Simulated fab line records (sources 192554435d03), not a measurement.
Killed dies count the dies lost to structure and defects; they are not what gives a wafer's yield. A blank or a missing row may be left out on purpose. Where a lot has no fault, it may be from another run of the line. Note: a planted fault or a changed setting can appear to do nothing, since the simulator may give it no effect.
fab line records    flow n5_finfet    part 1 of 2: steps 1 to 22 of 27
record lots=5  wafers=15  last_day=17
route steps=1938 shown BEOL_M4@1037
lots with no fault: from the same line, run without faults
start_h: hours from the record's first day to the start of the lot's first wafer shown    wait_h: how many hours have passed since the lot's step before this one    " as in the row above    L1.1+2: several wafers, shown together as one row    - either no value or no given start    * or withheld: withheld    < > ~ a bound
route shown NAME@n: NAME is a module with steps in the file, n the number in the route of the first one    usual: average and standard deviation across the fault-free wafers    same: alike in all rows    chamber/n: place in a boat    sites: per-site readings    _std_site: how widely they spread, as a standard deviation    _edge_site: inner sites' mean taken away from outer sites' mean    radius_mm: for every site, how far away it sits from the centre of the wafer    mask NAME#n: copy n    behind: the tool/chamber that last shaped the wafer    hold: the reason the lot was held/the length of the hold in hours/how it ended    device: the transistor (n, p or np) that didn't switch    end of line: at the end of the route, the tests of the same wafers    for a step that has no rows: nothing shown but its recipe    killed: not the wafer's yield, but the dies lost to structure and defects at the first sort    map: shows each die of a wafer: x if killed, . if not, _ if none is there
set.NAME: the setting as run; set.NAME@STEP: as run at that earlier step    model.NAME: the simulator's own value behind a step, which no gauge read
certain route steps with their lots: each step a table, each wafer a row
services: the hour from which a tool's chamber was out of use, counted from the record's first day as start_h (under 0 if before that day), plus the number of hours and why
## steps
# step N5_BEOL_M4_DESCUM_16
# recipe chemistry=O2  time_s=7  source_power_w=50  bias_power_w=20  pressure_mtorr=20  rf_frequency_hz=2.712e+07  temp_c=40  resist=CAR-EUV  o2_flow_sccm=225
# usual drypump_motor_current_A=5.9/0.43  oes_product_au=0.77/0.074  rf_vpp_V=243.3/1.2  showerhead_plenum_p_Torr=2.10/0.064  throttle_valve_pct=20.46/0.28
lot.wafer  tool         chamber  start_h  wait_h  drypump_motor_current_A  oes_product_au  rf_hours_counter_h  rf_vpp_V  showerhead_plenum_p_Torr  throttle_valve_pct
L075.2     rie_diel-06  3        184.98   0.1     5.3                      0.83            38                  243.4     2.14                      20.45
L075.4     "            0        "        "       5.7                      0.80            123                 244.4     2.20                      20.47
L075.6     "            1        "        "       6.5                      0.69            -                   244.0     2.12                      20.49
L077.1     rie_diel-03  1        189.26   0.0     5.5                      0.82            77                  244.2     2.12                      20.57
L077.5     "            3        "        "       6.3                      0.85            -                   242.5     2.01                      19.90
L077.6     "            2        "        "       5.3                      0.73            -                   243.2     2.05                      20.06
L079.1     rie_diel-03  0        191.55   0.0     6.1                      0.71            178                 243.3     2.12                      20.99
L079.2     "            3        "        "       6.3                      0.86            81                  242.6     2.01                      19.90
L079.5     "            2        "        "       5.4                      0.72            -                   242.7     2.05                      20.05
L088.1     rie_diel-01  1        247.27   0.1     5.9                      0.70            193                 241.8     1.97                      20.30
L088.4     "            2        "        "       6.2                      0.88            53                  243.6     2.14                      20.61
L088.5     "            0        "        "       6.5                      0.75            -                   245.3     2.17                      20.57
L095.2     rie_diel-03  3        303.81   0.4     6.3                      0.81            120                 242.7     2.00                      19.96
L095.5     "            1        "        "       5.5                      0.78            -                   242.8     2.11                      20.64
L095.6     "            2        "        "       5.4                      0.69            -                   243.2     2.04                      20.13
# step N5_BEOL_M4_ETCH_74
# recipe chemistry=N2/H2  target=underlayer  target_depth_a=65  mask_material=CAR-EUV  time_s=5.2  ion_energy_ev=200  pressure_mtorr=30  source_w=840  bias_w=150  n2_flow_sccm=200  h2_flow_sccm=200  ends=cleared
# usual bias_w=150.0/0.46  drypump_motor_current_A=5.9/0.43  etch_rf_on_time_s=5.30/0.18  oes_product_au=0.65/0.059  rf_vpp_V=524.3/2.3  showerhead_plenum_p_Torr=2.55/0.073  throttle_valve_pct=17.87/0.19
lot.wafer  tool         chamber  start_h  wait_h  bias_w  drypump_motor_current_A  etch_rf_on_time_s  oes_product_au  rf_hours_counter_h  rf_vpp_V  showerhead_plenum_p_Torr  throttle_valve_pct
L075.2     rie_diel-06  3        185.02   0.0     150.4   5.3                      5.45               0.70            38                  525.5     2.58                      17.74
L075.4     "            0        "        "       149.8   5.7                      5.14               0.66            123                 527.6     2.64                      17.65
L075.6     "            1        "        "       149.9   6.5                      5.37               0.60            -                   526.3     2.61                      18.23
L077.1     rie_diel-03  1        189.30   0.0     149.9   5.5                      5.35               0.68            77                  521.8     2.59                      17.99
L077.5     "            3        "        "       149.6   6.3                      5.33               0.71            -                   522.0     2.46                      17.43
L077.6     "            2        "        "       150.4   5.4                      5.44               0.61            -                   524.2     2.55                      17.80
L079.1     rie_diel-03  0        191.59   0.0     150.8   6.1                      5.04               0.62            178                 527.2     2.50                      17.97
L079.2     "            3        "        "       149.5   6.3                      5.34               0.71            81                  523.1     2.46                      17.45
L079.5     "            2        "        "       149.7   5.4                      5.46               0.60            -                   524.4     2.55                      17.83
L088.1     rie_diel-01  1        247.30   0.0     150.1   6.0                      5.26               0.60            193                 519.4     2.39                      17.67
L088.4     "            2        "        "       150.2   6.2                      5.20               0.74            53                  523.7     2.58                      17.90
L088.5     "            0        "        "       150.0   6.5                      5.55               0.61            -                   527.4     2.64                      18.01
L095.2     rie_diel-03  3        303.84   0.0     150.6   6.3                      5.22               0.67            120                 523.9     2.45                      17.48
L095.5     "            1        "        "       149.7   5.5                      5.29               0.65            -                   525.2     2.57                      18.07
L095.6     "            2        "        "       150.0   5.4                      5.42               0.58            -                   522.7     2.53                      17.89
# step N5_BEOL_M4_ETCH_63
# recipe chemistry=CF4  target=SiARC  target_depth_a=156  mask_material=CAR-EUV  time_s=26  ion_energy_ev=80  pressure_mtorr=40  source_w=545  bias_w=36  Ar_flow_sccm=100  cf4_flow_sccm=100  ends=cleared
# usual bias_w=36.01/0.12  drypump_motor_current_A=5.9/0.43  etch_rf_on_time_s=26.4/0.93  oes_product_au=0.65/0.061  rf_vpp_V=184.0/1  showerhead_plenum_p_Torr=2.15/0.059  throttle_valve_pct=15.69/0.18
lot.wafer  tool         chamber  start_h  wait_h  bias_w  drypump_motor_current_A  etch_rf_on_time_s  oes_product_au  rf_hours_counter_h  rf_vpp_V  showerhead_plenum_p_Torr  throttle_valve_pct
L075.2     rie_diel-06  3        185.04   0.0     35.95   5.3                      27.4               0.71            38                  184.9     2.19                      15.57
L075.4     "            0        "        "       36.01   5.7                      25.0               0.68            123                 184.2     2.25                      15.70
L075.6     "            1        "        "       35.80   6.5                      27.2               0.58            -                   185.5     2.19                      15.94
L077.1     rie_diel-03  1        189.31   0.0     36.05   5.5                      26.3               0.69            77                  183.9     2.18                      15.80
L077.5     "            3        "        "       35.84   6.3                      26.6               0.71            -                   182.7     2.09                      15.25
L077.6     "            2        "        "       36.18   5.4                      27.2               0.59            -                   184.0     2.12                      15.44
L079.1     rie_diel-03  0        191.60   0.0     35.91   6.1                      25.3               0.62            178                 184.9     2.14                      15.96
L079.2     "            3        "        "       35.84   6.3                      26.5               0.70            81                  184.1     2.09                      15.26
L079.5     "            2        "        "       36.02   5.4                      26.9               0.60            -                   183.6     2.12                      15.44
L088.1     rie_diel-01  1        247.32   0.0     35.80   5.9                      26.9               0.59            193                 182.7     2.04                      15.66
L088.4     "            2        "        "       35.84   6.2                      25.9               0.75            53                  184.9     2.17                      15.66
L088.5     "            0        "        "       36.11   6.4                      27.9               0.62            -                   185.7     2.22                      15.76
L095.2     rie_diel-03  3        303.86   0.0     35.94   6.3                      26.3               0.67            120                 184.4     2.07                      15.33
L095.5     "            1        "        "       35.95   5.5                      26.4               0.66            -                   184.5     2.16                      15.90
L095.6     "            2        "        "       35.95   5.4                      26.9               0.58            -                   183.4     2.11                      15.52
# step N5_BEOL_M4_ETCH_64
# recipe chemistry=N2/H2  target=SOC  target_depth_a=750  overetch_a=225  mask_material=SiARC  temp_c=40  time_s=121.9  ion_energy_ev=200  pressure_mtorr=30  source_w=840  bias_w=150  n2_flow_sccm=200  h2_flow_sccm=200
# usual bias_w=149.9/0.43  drypump_motor_current_A=5.9/0.43  oes_product_au=0.58/0.05  rf_vpp_V=524.1/2.1  showerhead_plenum_p_Torr=2.55/0.073  throttle_valve_pct=17.83/0.2
lot.wafer  tool         chamber  start_h  wait_h  bias_w  drypump_motor_current_A  oes_product_au  rf_hours_counter_h  rf_vpp_V  showerhead_plenum_p_Torr  throttle_valve_pct
L075.2     rie_diel-06  3        185.06   0.0     150.6   5.3                      0.64            38                  525.5     2.58                      17.70
L075.4     "            0        "        "       149.9   5.8                      0.59            123                 527.3     2.64                      17.62
L075.6     "            1        "        "       149.5   6.5                      0.54            -                   524.1     2.61                      18.21
L077.1     rie_diel-03  1        189.34   0.0     149.1   5.5                      0.62            77                  525.3     2.58                      17.97
L077.5     "            3        "        "       149.6   6.3                      0.64            -                   521.0     2.46                      17.38
L077.6     "            2        "        "       149.5   5.4                      0.55            -                   524.1     2.55                      17.79
L079.1     rie_diel-03  0        191.63   0.0     150.0   6.1                      0.54            178                 523.5     2.50                      17.93
L079.2     "            3        "        "       149.5   6.4                      0.64            81                  521.8     2.46                      17.38
L079.5     "            2        "        "       150.5   5.4                      0.55            -                   524.0     2.55                      17.79
L088.1     rie_diel-01  1        247.35   0.0     150.3   6.0                      0.53            193                 520.4     2.39                      17.65
L088.4     "            2        "        "       149.6   6.3                      0.65            53                  525.5     2.58                      17.85
L088.5     "            0        "        "       149.9   6.4                      0.59            -                   526.6     2.64                      17.97
L095.2     rie_diel-03  3        303.89   0.0     149.4   6.3                      0.60            120                 522.1     2.44                      17.46
L095.5     "            1        "        "       150.0   5.5                      0.59            -                   523.9     2.57                      18.01
L095.6     "            2        "        "       150.2   5.4                      0.52            -                   523.7     2.53                      17.85
# step N5_BEOL_M4_STRIP_65
# recipe chemistry=N2/H2  temp_c=40  n2_flow_sccm=200  h2_flow_sccm=200  rf_frequency_hz=6e+07
lot.wafer   tool         chamber  start_h  wait_h
L075.2+4+6  rie_diel-06  3,0,1    185.18   0.1
L077.1+5+6  rie_diel-03  1,3,2    189.45   0.1
L079.1+2+5  rie_diel-03  0,3,2    191.74   0.1
L088.1+4+5  rie_diel-01  1,2,0    247.46   0.1
L095.2+5+6  rie_diel-03  3,1,2    304.00   0.1
# step N5_BEOL_M4_STRIP_75
# recipe chemistry=N2/H2  temp_c=40  n2_flow_sccm=200  h2_flow_sccm=200  rf_frequency_hz=6e+07
lot.wafer   tool         chamber  start_h  wait_h
L075.2+4+6  rie_diel-06  3,0,1    185.19   0.0
L077.1+5+6  rie_diel-03  1,3,2    189.46   0.0
L079.1+2+5  rie_diel-03  0,3,2    191.75   0.0
L088.1+4+5  rie_diel-01  1,2,0    247.47   0.0
L095.2+5+6  rie_diel-03  3,1,2    304.01   0.0
# step N5_BEOL_M4_STRIP_66
# recipe chemistry=CF4  resist=SiARC  power_w=300  bias_power_w=75  pressure_mtorr=50  cf4_flow_sccm=150  rf_frequency_hz=6e+07
# usual drypump_motor_current_A=5.9/0.43  oes_product_au=0.76/0.065  rf_vpp_V=271.3/1.4  showerhead_plenum_p_Torr=1.80/0.053  throttle_valve_pct=13.66/0.18
lot.wafer  tool         chamber  start_h  wait_h  drypump_motor_current_A  oes_product_au  rf_hours_counter_h  rf_vpp_V  showerhead_plenum_p_Torr  throttle_valve_pct
L075.2     rie_diel-06  3        185.20   0.0     5.3                      0.85            38                  269.9     1.82                      13.46
L075.4     "            0        "        "       5.7                      0.77            123                 272.6     1.89                      13.71
L075.6     "            1        "        "       6.5                      0.70            -                   273.7     1.83                      13.88
L077.1     rie_diel-03  1        189.47   0.0     5.5                      0.81            77                  272.0     1.83                      13.77
L077.5     "            3        "        "       6.3                      0.82            -                   270.5     1.76                      13.27
L077.6     "            2        "        "       5.4                      0.71            -                   271.6     1.79                      13.47
L079.1     rie_diel-03  0        191.76   0.0     6.1                      0.70            178                 270.6     1.78                      13.87
L079.2     "            3        "        "       6.3                      0.83            81                  270.9     1.76                      13.27
L079.5     "            2        "        "       5.4                      0.71            -                   271.7     1.79                      13.47
L088.1     rie_diel-01  1        247.48   0.0     5.9                      0.70            193                 270.5     1.70                      13.62
L088.4     "            2        "        "       6.2                      0.86            53                  271.4     1.82                      13.59
L088.5     "            0        "        "       6.5                      0.75            -                   272.6     1.87                      13.78
L095.2     rie_diel-03  3        304.02   0.0     6.3                      0.79            120                 269.6     1.75                      13.34
L095.5     "            1        "        "       5.4                      0.77            -                   271.5     1.82                      13.86
L095.6     "            2        "        "       5.4                      0.68            -                   271.7     1.78                      13.55
# step N5_BEOL_M4_HM_OPEN_17
# recipe chemistry=Cl2/BCl3  target_depth_a=200  overetch_a=60  target=TiN  mask_material=SOC  ion_energy_ev=150  pressure_mtorr=10  icp_w=1000  bias_w=126  Cl2_flow_sccm=53.25  bcl3_flow_sccm=21.75  Ar_flow_sccm=25
# usual bias_w=125.9/0.36  drypump_motor_current_A=5.59/0.29  oes_product_au=0.70/0.077  throttle_valve_pct=21.95/0.18
lot.wafer  tool          chamber  start_h  wait_h  bias_w  drypump_motor_current_A  oes_product_au  rf_hours_counter_h  throttle_valve_pct
L075.2     rie_metal-01  0        185.27   0.1     126.0   5.02                     0.50            -                   22.44
L075.4     "             0        "        "       125.5   5.04                     0.49            -                   22.47
L075.6     "             0        "        "       125.4   5.05                     0.50            -                   22.44
L077.1     rie_metal-02  0        189.52   0.0     125.9   6.11                     0.74            15                  21.99
L077.5     "             0        "        "       126.4   6.12                     0.74            -                   21.99
L077.6     "             1        "        "       126.3   5.50                     0.71            -                   21.83
L079.1     rie_metal-02  0        191.80   0.0     126.5   6.15                     0.72            15                  22.05
L079.2     "             1        "        "       125.7   5.49                     0.72            27                  21.83
L079.5     "             0        "        "       126.2   6.13                     0.74            -                   22.02
L088.1     rie_metal-03  1        247.52   0.0     125.6   5.64                     0.64            45                  22.00
L088.4     "             1        "        "       125.7   5.64                     0.63            -                   22.00
L088.5     "             1        "        "       126.0   5.64                     0.62            -                   22.04
L095.2     rie_metal-02  1        304.06   0.0     126.0   5.50                     0.68            38                  21.85
L095.5     "             0        "        "       126.9   6.10                     0.70            -                   22.04
L095.6     "             1        "        "       125.7   5.50                     0.69            -                   21.84
# step N5_BEOL_M4_STRIP_19
# recipe chemistry=O2  power_w=400  temp_c=40  pressure_mtorr=30  rf_frequency_hz=6e+07  bias_power_w=0  overash_fraction=0.2  o2_flow_sccm=225
# usual drypump_motor_current_A=5.9/0.43  oes_product_au=0.77/0.068  rf_vpp_V=3.6/0.48  showerhead_plenum_p_Torr=2.10/0.067  throttle_valve_pct=16.72/0.25
lot.wafer  tool         chamber  start_h  wait_h  drypump_motor_current_A  oes_product_au  rf_hours_counter_h  rf_vpp_V  showerhead_plenum_p_Torr  throttle_valve_pct
L075.2     rie_diel-03  2        185.45   0.2     5.4                      0.73            182                 3.7       2.05                      16.35
L075.4     "            3        "        "       6.3                      0.85            79                  3.3       2.02                      16.18
L075.6     "            1        "        "       5.4                      0.81            -                   3.6       2.13                      16.83
L077.1     rie_diel-06  0        189.63   0.1     5.7                      0.80            124                 3.7       2.20                      16.71
L077.5     "            1        "        "       6.5                      0.69            -                   3.3       2.12                      16.84
L077.6     "            2        "        "       5.4                      0.73            -                   3.5       2.08                      16.64
L079.1     rie_diel-06  0        191.92   0.1     5.7                      0.80            125                 3.3       2.20                      16.73
L079.2     "            1        "        "       6.5                      0.70            243                 4.6       2.12                      16.84
L079.5     "            3        "        "       5.3                      0.84            -                   3.5       2.14                      16.64
L088.1     rie_diel-01  3        247.81   0.3     6.1                      0.69            248                 4.2       2.08                      17.18
L088.4     "            0        "        "       6.4                      0.76            164                 3.5       2.18                      16.81
L088.5     "            0        "        "       6.4                      0.76            -                   3.6       2.18                      16.80
L095.2     rie_diel-01  0        304.17   0.1     6.5                      0.74            188                 4.0       2.17                      16.86
L095.5     "            2        "        "       6.2                      0.84            -                   4.0       2.13                      16.84
L095.6     "            1        "        "       6.0                      0.69            -                   3.7       1.97                      16.68
# step N5_BEOL_M4_CD_MEAS_18
# recipe pitch_nm=36  target_cd_nm=18
# usual cd_nm=17.9/0.4
lot.wafer  tool       chamber  start_h  wait_h  cd_nm
L075.2     cd_sem-03  -        185.53   0.1     18.2
L075.4     "          -        "        "       18.0
L075.6     "          -        "        "       18.2
L077.1     cd_sem-03  -        189.70   0.0     17.9
L077.5     "          -        "        "       17.5
L077.6     "          -        "        "       18.5
L079.1     cd_sem-01  -        191.99   0.0     17.8
L079.2     "          -        "        "       17.2
L079.5     "          -        "        "       18.4
L088.1     cd_sem-02  -        247.88   0.0     17.7
L088.4     "          -        "        "       18.1
L088.5     "          -        "        "       18.4
L095.2     cd_sem-03  -        304.24   0.1     17.8
L095.5     "          -        "        "       17.7
L095.6     "          -        "        "       18.2
# step N5_BEOL_M4_COAT_67
# recipe resist=SOC  temp_c=250  time_s=60  spin_rpm=1500  resist_thk_nm=60
lot.wafer   tool            chamber  start_h  wait_h
L075.2+4+6  litho_track-05  0        185.57   0.0
L077.1+5+6  litho_track-02  0        189.73   0.0
L079.1+2+5  litho_track-05  0        192.03   0.0
L088.1+4+5  litho_track-05  0        247.91   0.0
L095.2+5+6  litho_track-04  0        304.28   0.0
# step N5_BEOL_M4_COAT_68
# recipe resist=SiARC  temp_c=220  time_s=60  spin_rpm=1500  resist_thk_nm=12
lot.wafer   tool            chamber  start_h  wait_h
L075.2+4+6  litho_track-05  0        -        -
L077.1+5+6  litho_track-02  0        -        -
L079.1+2+5  litho_track-05  0        -        -
L088.1+4+5  litho_track-05  0        -        -
L095.2+5+6  litho_track-04  0        -        -
# step N5_BEOL_M4_COAT_76
# recipe resist=underlayer  temp_c=205  time_s=60  spin_rpm=1500  resist_thk_nm=5
lot.wafer   tool            chamber  start_h  wait_h
L075.2+4+6  litho_track-05  0        -        -
L077.1+5+6  litho_track-02  0        -        -
L079.1+2+5  litho_track-05  0        -        -
L088.1+4+5  litho_track-05  0        -        -
L095.2+5+6  litho_track-04  0        -        -
# step N5_BEOL_M4_COAT_22
# recipe resist=CAR-EUV  spin_rpm=1500  resist_thk_nm=30
lot.wafer   tool            chamber  start_h  wait_h
L075.2+4+6  litho_track-05  0        -        -
L077.1+5+6  litho_track-02  0        -        -
L079.1+2+5  litho_track-05  0        -        -
L088.1+4+5  litho_track-05  0        -        -
L095.2+5+6  litho_track-04  0        -        -
# step N5_BEOL_M4_EBR_24
# recipe solvent=PGMEA  ebr_width_mm=1.5
# same ebr_width_mm=1.5
lot.wafer   tool            chamber  start_h  wait_h
L075.2+4+6  litho_track-05  0        -        -
L077.1+5+6  litho_track-02  0        -        -
L079.1+2+5  litho_track-05  0        -        -
L088.1+4+5  litho_track-05  0        -        -
L095.2+5+6  litho_track-04  0        -        -
# step N5_BEOL_M4_SOFTBAKE_23
# recipe temp_c=110  time_s=60  resist=CAR-EUV
lot.wafer   tool            chamber  start_h  wait_h
L075.2+4+6  litho_track-05  0        -        -
L077.1+5+6  litho_track-02  0        -        -
L079.1+2+5  litho_track-05  0        -        -
L088.1+4+5  litho_track-05  0        -        -
L095.2+5+6  litho_track-04  0        -        -
# step N5_BEOL_M4_EXPOSE_25
# recipe mask_id=V3  na=0.33  source_shape=quasar  sigma_inner=0.2  sigma_outer=0.8  polarization=unpolarized  defocus_nm=5  dose_mj=63
lot.wafer   tool            chamber  start_h  wait_h  mask
L075.2+4+6  euv_scanner-02  0        185.84   -       V3#0
L077.1+5+6  euv_scanner-01  0        189.87   -       V3#0
L079.1+2+5  euv_scanner-02  0        192.17   -       V3#0
L088.1+4+5  euv_scanner-01  0        248.17   -       V3#0
L095.2+5+6  euv_scanner-02  0        304.55   -       V3#0
# step N5_BEOL_M4_PEB_26
# recipe peb_temp_c=100  peb_time_s=60  resist=CAR-EUV
lot.wafer   tool            chamber  start_h  wait_h
L075.2+4+6  litho_track-05  0        185.91   0.1
L077.1+5+6  litho_track-04  0        189.95   0.1
L079.1+2+5  litho_track-04  0        192.25   0.1
L088.1+4+5  litho_track-05  0        248.25   0.1
L095.2+5+6  litho_track-04  0        304.62   0.1
# step N5_BEOL_M4_DEVELOP_27
# recipe develop_time_s=30  developer=TMAH  resist=CAR-EUV  rinse_liquid=surfactant_rinse  dry=air_spin  dev_temp_c=23
lot.wafer   tool            chamber  start_h  wait_h
L075.2+4+6  litho_track-05  0        -        -
L077.1+5+6  litho_track-04  0        -        -
L079.1+2+5  litho_track-04  0        -        -
L088.1+4+5  litho_track-05  0        -        -
L095.2+5+6  litho_track-04  0        -        -
# step N5_BEOL_M4_CD_MEAS_28
# recipe target_cd_nm=26.2  landing_energy_ev=500  detector=se_inlens  target_cd_y_nm=24.1  polarity=opening
# usual cd_nm=26.25/0.28
lot.wafer  tool       chamber  start_h  wait_h  cd_nm
L075.2     cd_sem-01  0        185.97   -       26.10
L075.4     "          0        "        "       26.24
L075.6     "          0        "        "       26.40
L077.1     cd_sem-01  0        190.01   -       26.14
L077.5     "          0        "        "       26.37
L077.6     "          0        "        "       26.67
L079.1     cd_sem-02  0        192.31   -       26.06
L079.2     "          0        "        "       26.19
L079.5     "          0        "        "       26.56
L088.1     cd_sem-03  0        248.32   -       26.05
L088.4     "          0        "        "       26.42
L088.5     "          0        "        "       25.76
L095.2     cd_sem-03  0        304.69   -       26.24
L095.5     "          0        "        "       26.14
L095.6     "          0        "        "       26.81
# step N5_BEOL_M4_OVL_MEAS_29
# recipe points_per_wafer=522
# usual V3_OVL=0.2/0.6
lot.wafer  tool        chamber  start_h  wait_h  V3_OVL[nm]
L075.2     overlay-02  0        186.01   0.0     0.1
L075.4     "           0        "        "       0.3
L075.6     "           0        "        "       -0.1
L077.1     overlay-02  0        190.05   0.0     0.4
L077.5     "           0        "        "       0.0
L077.6     "           0        "        "       0.0
L079.1     overlay-02  0        192.34   0.0     0.1
L079.2     "           0        "        "       0.7
L079.5     "           0        "        "       0.0
L088.1     overlay-01  0        248.35   0.0     0.1
L088.4     "           0        "        "       0.4
L088.5     "           0        "        "       -0.6
L095.2     overlay-01  0        304.72   0.0     0.0
L095.5     "           0        "        "       0.3
L095.6     "           0        "        "       0.0
# step N5_BEOL_M4_INSPECT_30
# recipe mode=adi  inspect_instrument=brightfield
# usual raw_defect_count=428/110
lot.wafer  tool               chamber  start_h  wait_h  raw_defect_count
L075.2     defect_inspect-01  -        186.06   0.0     360
L075.4     "                  -        "        "       268
L075.6     "                  -        "        "       375
L077.1     defect_inspect-01  -        190.10   0.1     350
L077.5     "                  -        "        "       424
L077.6     "                  -        "        "       339
L079.1     defect_inspect-01  -        192.40   0.1     362
L079.2     "                  -        "        "       381
L079.5     "                  -        "        "       390
L088.1     defect_inspect-01  -        248.41   0.1     477
L088.4     "                  -        "        "       351
L088.5     "                  -        "        "       477
L095.2     defect_inspect-02  -        304.77   0.0     289
L095.5     "                  -        "        "       409
L095.6     "                  -        "        "       532
